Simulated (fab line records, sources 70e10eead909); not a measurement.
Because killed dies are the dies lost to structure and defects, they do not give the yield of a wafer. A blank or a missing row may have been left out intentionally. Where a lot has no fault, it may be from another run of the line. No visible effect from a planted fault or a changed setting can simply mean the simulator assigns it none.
Matching of chambers | flow nand harc | NHARC_A_M1_DEP_33 on pecvd-03 has 3 sister chambers
The step deposits SiCN, target thk 30 nm. 6 wafers are shown with their chamber, then 9 later ones without.

WAFERS WITH THEIR CHAMBER
wafer  | chamber | heater power w (W) | heater power outer w (W)
L083.4 | 2       | 690                | 377
L088.5 | 0       | 511                | 323
L088.6 | 1       | 638                | 384
L092.3 | 0       | 561                | 343
L092.4 | 2       | 767                | 432
L092.5 | 1       | 643                | 386

WAFERS WITH NO CHAMBER GIVEN
wafer  | heater power w (W) | heater power outer w (W)
L095.2 | 678                | 350
L095.5 | 457                | 284
L095.6 | 631                | 379
L094.2 | 543                | 303
L094.3 | 522                | 327
L094.5 | 521                | 335
L094.1 | 629                | 323
L094.4 | 534                | 308
L094.6 | 640                | 342

WHICH CHAMBER EACH ONE RAN IN
wafer  | from the rows above          | in truth
L095.2 | can't be placed: 1 or 2      | 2
L095.5 | 0                            | 0
L095.6 | 1                            | 1
L094.2 | 0                            | 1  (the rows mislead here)
L094.3 | 0                            | 0
L094.5 | 0                            | 0
L094.1 | can't be placed: 0 or 1 or 2 | 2
L094.4 | 0                            | 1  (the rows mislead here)
L094.6 | can't be placed: 1 or 0 or 2 | 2
Correct placement for 4 of the 9. These rows do not allow placing 3 (true chamber among the candidates in 3). Wrongly placed: 2.
How it was worked out, from the rows above alone: a wafer's distance from a chamber is the root of the sum, over the readings, of the square of ((its reading less the chamber's mean) divided by the reading's scatter). The wafer belongs to the nearest chamber; if the next one is less than 2 further off, it can't be placed. Each chamber's mean is taken over the wafers shown for it. How the scatter is found: for the shown wafers, subtract from each reading the mean of its chamber, square and add these, divide the total by (wafers less chambers), then take the root.
